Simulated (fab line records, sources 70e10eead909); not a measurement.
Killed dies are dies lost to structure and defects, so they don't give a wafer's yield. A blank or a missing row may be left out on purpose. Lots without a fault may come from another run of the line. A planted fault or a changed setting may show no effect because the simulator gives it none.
fab line records | flow nand_harc
record lots=12 wafers=36 last_day=34
route steps=1302 shown A_SLIT@936 A_WL_FILL@959 A_CONTACT@985
lots that met no fault: from a run of the same line without faults
start_h: hours from the record's first day to the start of the lot's first wafer shown | wait_h: hours since the lot's step before | " the same as in the row above | L1.1+2: a row that stands for several wafers | - no value, or no start given | * or withheld: withheld | < > ~ a bound
route shown NAME@n: a module of which the file shows steps, and the number in the route of the first | usual: mean/standard deviation of fault-free wafers | same: alike in all rows | chamber/n: place in a boat | sites: the reading at each site | _std_site: their standard deviation | _edge_site: outer sites' mean less inner sites' | radius_mm: how far each site lies from the wafer's centre | mask NAME#n: copy n | behind: the tool/chamber that last shaped the wafer | hold: why the lot was held/for how many hours/how that ended | device: the transistor (n, p or np) that didn't switch | end of line: the same wafers' tests at the end of the route | a step without rows: its recipe alone | killed: dies lost to structure and defects at the first sort, not the wafer's yield | map: a wafer's dies, x killed, . not, _ none there
set.NAME: the setting as run; set.NAME@STEP: as run at that earlier step | model.NAME: the simulator's own value behind a step, which no gauge read
steps of the route over a sample of lots; a table a step, a row a wafer
services: from which hour (start_h, from the record's first day; less than 0 if before it) a tool's chamber was out of use, for how many hours, and why
## steps
# step NHARC_A_SLIT_DESCUM_14
# recipe time_s=3 o2_flow_sccm=200 ar_flow_sccm=0 bias_power_w=0 chemistry=O2
# usual drypump_motor_current_A=5.7/0.37 oes_product_au=1.002/0.0095 rf_vpp_V=57.8/0.86 showerhead_plenum_p_Torr=1.93/0.086 throttle_valve_pct=11.312/0.0092
# same time_s=3
# columns lot.wafer tool chamber start_h wait_h drypump_motor_current_A oes_product_au rf_hours_counter_h rf_vpp_V showerhead_plenum_p_Torr throttle_valve_pct
L864.4 rie_diel-12 1 473.65 0.1 5.8 1.011 0 57.1 1.96 11.324
L864.5 " 0 " " 5.9 1.005 - 57.6 2.03 11.313
L864.6 " 1 " " 5.8 0.999 - 57.5 1.96 11.307
L861.1 rie_diel-06 0 474.25 0.1 5.5 1.000 8 59.2 1.95 11.316
L861.4 " 1 " " 5.1 1.011 7 57.8 1.92 11.312
L861.6 " 2 " " 5.5 1.007 - 57.9 1.78 11.315
L862.2 rie_diel-06 1 479.75 0.1 5.1 1.007 9 59.7 1.92 11.295
L862.6 " 2 " " 5.5 1.006 - 57.3 1.78 11.313
L862.5 " 3 " " 5.7 1.014 - 58.2 2.01 11.305
L863.2 rie_diel-12 0 485.50 0.1 5.9 1.015 2 58.1 2.03 11.308
L863.1 " 1 " " 5.8 1.003 1 58.5 1.96 11.307
L863.5 " 0 " " 5.9 1.003 - 57.8 2.03 11.327
L865.3 rie_diel-05 3 500.28 0.1 6.5 1.009 3 58.3 2.05 11.318
L865.5 " 1 " " 6.0 1.008 - 58.5 1.91 11.306
L865.6 " 2 " " 5.5 1.003 - 57.0 1.85 11.299
L867.4 rie_diel-06 1 508.50 0.1 5.1 1.001 1 57.6 1.92 11.308
L867.5 " 1 " " 5.1 0.998 - 58.4 1.92 11.301
L867.6 " 2 " " 5.5 1.001 - 56.8 1.78 11.322
L876.2 rie_diel-12 2 598.23 0.1 5.9 1.018 8 58.2 1.79 11.304
L876.4 " 3 " " 6.5 0.995 9 57.7 2.01 11.306
L876.6 " 1 " " 5.8 0.992 - 57.7 1.95 11.322
L877.4 rie_diel-06 0 628.59 0.1 5.5 0.994 8 57.8 1.95 11.320
L877.1 " 2 " " 5.5 0.997 8 57.4 1.78 11.306
L877.5 " 0 " " 5.5 1.006 - 57.5 1.95 11.328
L879.1 rie_diel-12 1 642.00 0.1 5.8 1.001 0 58.9 1.95 11.306
L879.3 " 2 " " 5.9 1.001 0 56.5 1.78 11.296
L879.4 " 3 " " 6.5 0.990 0 57.1 2.01 11.310
L880.2 rie_diel-12 1 646.42 0.1 5.8 1.014 1 59.1 1.95 11.316
L880.1 " 3 " " 6.5 1.000 1 58.4 2.01 11.304
L880.4 " 0 " " 5.9 0.999 1 57.8 2.03 11.308
L884.2 rie_diel-05 1 678.53 0.1 6.0 1.006 4 58.6 1.91 11.321
L884.5 " 1 " " 6.0 1.015 - 59.1 1.91 11.327
L884.6 " 2 " " 5.5 0.999 - 57.2 1.85 11.316
L883.1 rie_diel-06 1 689.41 0.1 5.1 0.979 0 57.4 1.92 11.307
L883.2 " 3 " " 5.7 1.000 0 57.7 2.01 11.331
L883.6 " 0 " " 5.5 0.995 - 57.2 1.95 11.302
# step NHARC_A_WL_FILL_STRIP_27
# recipe power_w=1500 temp_c=250 time_s=20 chemistry=N2/H2
# usual drypump_motor_current_A=5.80/0.24 heater_power_w=320/31
# same time_s=20
# columns lot.wafer tool chamber start_h wait_h drypump_motor_current_A heater_power_w rf_hours_counter_h
L864.4 plasma_asher-01 1 488.39 0.1 6.10 259 -
L864.6 " 1 " " 6.10 256 -
L864.5 " 0 " " 5.96 371 -
L861.1 plasma_asher-02 0 491.86 0.1 5.48 336 12
L861.4 " 0 " " 5.49 333 -
L861.6 " 0 " " 5.49 329 -
L862.2 plasma_asher-01 0 497.76 0.1 5.94 368 33
L862.6 " 1 " " 6.10 257 -
L862.5 " 0 " " 5.97 365 -
L863.2 plasma_asher-01 1 504.21 0.1 6.10 257 34
L863.1 " 0 " " 5.95 358 34
L863.5 " 0 " " 5.94 350 -
L865.3 plasma_asher-02 1 514.83 0.2 5.83 333 -
L865.5 " 0 " " 5.45 339 -
L865.6 " 1 " " 5.83 326 -
L867.4 plasma_asher-02 1 525.85 0.3 5.81 320 -
L867.5 " 0 " " 5.49 327 -
L867.6 " 1 " " 5.81 317 -
L876.2 plasma_asher-01 0 612.87 0.1 5.94 344 19
L876.4 " 1 " " 6.10 272 -
L876.6 " 0 " " 5.95 349 -
L877.1 plasma_asher-02 1 646.19 0.2 5.82 319 5
L877.4 " 0 " " 5.46 323 -
L877.5 " 0 " " 5.49 319 -
L879.1 plasma_asher-02 0 656.72 0.1 5.47 314 7
L879.4 " 0 " " 5.47 313 -
L879.3 " 1 " " 5.83 331 -
L880.2 plasma_asher-02 1 661.32 0.1 5.81 323 8
L880.1 " 0 " " 5.46 314 8
L880.4 " 1 " " 5.80 321 -
L884.2 plasma_asher-01 0 693.13 0.1 5.95 344 38
L884.5 " 0 " " 5.95 344 -
L884.6 " 1 " " 6.09 273 -
L883.2 plasma_asher-01 0 707.10 0.2 5.95 366 1
L883.1 " 1 " " 6.09 271 1
L883.6 " 1 " " 6.10 283 -
# step NHARC_A_WL_FILL_ETCHBACK_17
# recipe target_depth_a=40 time_s=26.7 chemistry=Cl2/BCl3
# usual drypump_motor_current_A=5.8/0.34 oes_product_au=0.997/0.011 run_length_s=48.3/0.42
# columns lot.wafer tool chamber start_h wait_h drypump_motor_current_A oes_product_au rf_hours_counter_h run_length_s
L864.4 rie_metal-01 1 498.17 - 5.5 0.987 - 49.0
L864.6 " 1 " " 5.5 0.988 - 48.9
L864.5 " 0 " " 6.2 0.980 - 48.0
L861.1 rie_metal-02 0 502.09 - 5.4 1.018 0.7 48.0
L861.4 " 1 " " 6.1 0.979 - 48.7
L861.6 " 0 " " 5.4 1.004 - 47.9
L862.2 rie_metal-01 0 507.42 - 6.3 0.985 1.6 48.1
L862.5 " 0 " " 6.3 0.975 - 47.8
L862.6 " 1 " " 5.5 0.987 - 49.0
L863.1 rie_metal-01 1 514.41 - 5.5 0.983 1.7 48.9
L863.2 " 0 " " 6.3 0.976 1.7 38.9
L863.5 " 1 " " 5.5 0.987 - 49.0
L865.3 rie_metal-01 0 526.11 - 6.4 0.987 - 38.6
L865.5 " 1 " " 5.5 1.004 - 48.7
L865.6 " 0 " " 6.3 0.991 - 38.7
L867.4 rie_metal-03 0 538.35 - 5.9 1.008 - 48.1
L867.6 " 1 " " 5.8 1.006 - 48.5
L867.5 " 0 " " 5.9 0.996 - 48.1
L876.2 rie_metal-01 1 623.82 - 5.5 1.001 0.9 48.7
L876.4 " 0 " " 6.3 1.008 - 47.9
L876.6 " 1 " " 5.5 0.992 - 49.0
L877.1 rie_metal-01 1 657.43 - 5.5 1.000 1.2 49.1
L877.4 " 0 " " 6.3 1.005 - 48.0
L877.5 " 0 " " 6.2 0.997 - 48.1
L879.1 rie_metal-01 0 666.45 - 6.3 0.997 1.5 48.1
L879.4 " 1 " " 5.5 1.000 - 49.1
L879.3 " 0 " " 6.3 1.000 - 48.1
L880.2 rie_metal-02 1 671.13 - 6.1 0.992 0.7 48.5
L880.1 " 0 " " 5.4 0.987 0.7 48.1
L880.4 " 1 " " 6.1 0.992 - 48.2
L884.2 rie_metal-01 1 703.37 - 5.5 1.002 2.2 48.9
L884.5 " 0 " " 6.3 0.994 - 48.3
L884.6 " 1 " " 5.5 1.009 - 48.9
L883.2 rie_metal-02 0 716.96 - 5.4 0.992 1.3 47.7
L883.1 " 1 " " 6.1 1.007 1.3 48.9
L883.6 " 1 " " 6.1 1.001 - 48.2
# step NHARC_A_CONTACT_DEP_28
# recipe target_thk_a=70000 temp_c=400 material=aC
# usual throttle_valve_pct=34.999/0.0093
# columns lot.wafer tool chamber start_h wait_h throttle_valve_pct
L864.4 acl_dep-02 0 509.79 4.9 34.979
L864.5 " 0 " " 35.009
L864.6 " 0 " " 35.007
L861.1 acl_dep-01 0 510.17 1.1 35.003
L861.4 " 0 512.26 3.2 35.007
L861.6 " 0 513.65 4.5 34.990
L862.2 acl_dep-02 0 515.16 0.9 34.986
L862.5 " 0 517.28 3.0 34.983
L862.6 " 0 " " 35.006
L863.1 acl_dep-02 0 522.19 0.6 35.002
L863.2 " 0 " " 34.977
L863.5 " 0 525.03 3.4 34.997
L865.3 acl_dep-01 0 534.45 1.5 35.005
L865.5 " 0 535.86 2.9 34.996
L865.6 " 0 " " 34.987
L867.4 acl_dep-03 0 548.49 2.8 34.986
L867.5 " 0 " " 35.012
L867.6 " 0 " " 34.997
L876.2 acl_dep-03 0 631.91 1.1 35.003
L876.4 " 0 633.31 2.5 34.997
L876.6 " 0 634.71 3.9 34.994
L877.1 acl_dep-01 0 665.94 0.2 34.994
L877.4 " 0 668.06 2.3 34.990
L877.5 " 0 " " 34.992
L879.1 acl_dep-02 0 674.56 1.2 35.008
L879.3 " 0 675.97 2.6 35.003
L879.4 " 0 " " 35.002
L880.1 acl_dep-02 0 680.64 2.8 35.009
L880.2 " 0 " " 35.015
L880.4 " 0 682.81 5.0 35.007
L884.2 acl_dep-03 0 713.73 3.4 34.996
L884.5 " 0 715.87 5.6 34.996
L884.6 " 0 " " 34.994
L883.1 acl_dep-03 0 725.21 1.3 34.999
L883.2 " 0 " " 34.999
L883.6 " 0 728.68 4.8 34.989
## services
# columns tool chamber start_h hours kind
rie_metal-02 - 454.00 9.0 pm
rie_metal-01 - 473.44 1.4 repair
rie_diel-05 1 483.76 2.2 repair
rie_diel-06 - 484.27 9.0 pm
acl_dep-03 - 484.55 13.0 pm
rie_diel-05 - 486.02 0.5 repair
rie_diel-12 - 504.33 0.7 repair
plasma_asher-01 - 519.07 9.0 pm
rie_diel-06 1 525.83 4.6 repair
rie_diel-06 2 532.31 4.3 repair
acl_dep-01 - 549.73 13.0 pm
rie_metal-01 - 575.00 9.0 pm
plasma_asher-02 - 603.17 9.0 pm
acl_dep-02 - 606.18 13.0 pm
plasma_asher-02 - 617.76 3.6 repair
rie_diel-12 - 622.40 9.0 pm
rie_metal-02 - 631.00 9.0 pm
plasma_asher-02 - 638.79 6.9 repair
rie_diel-06 - 661.27 9.0 pm
acl_dep-03 - 665.55 13.0 pm
rie_metal-01 - 667.41 0.3 repair
plasma_asher-01 - 696.07 9.0 pm
rie_diel-12 - 701.19 0.6 repair
rie_metal-02 0 702.22 2.6 repair
## key
first_sign step=NHARC_A_WL_FILL_ETCHBACK_17 reading=run_length_s direction=down sigmas=23 usual=* struck=*
effect none on later readings
met_at NHARC_A_WL_FILL_ETCHBACK_17
struck_lots L863,L865
struck_wafers L863.2,L865.3,L865.6
tester_left_out L863,L865
not_acting_at NHARC_A_SLIT_DESCUM_14,NHARC_A_WL_FILL_STRIP_27,NHARC_A_CONTACT_DEP_28
onset_between 507.42 514.41
fault kind=process_parameter_drift tool=rie_metal-01 chamber=0 onset_h=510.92 steps=NHARC_A_WL_FILL_ETCHBACK_17 channel=time_s offset=* shape=step end_h=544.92 acts_in=* stated=*
# tester_left_out: of these lots the tester's yield and bins aren't shown, on N5 and GAA mostly nor the transistor test; their killed dies are dies lost to structure and defects alone, not to doping, threshold or leakage, so they don't give the yield
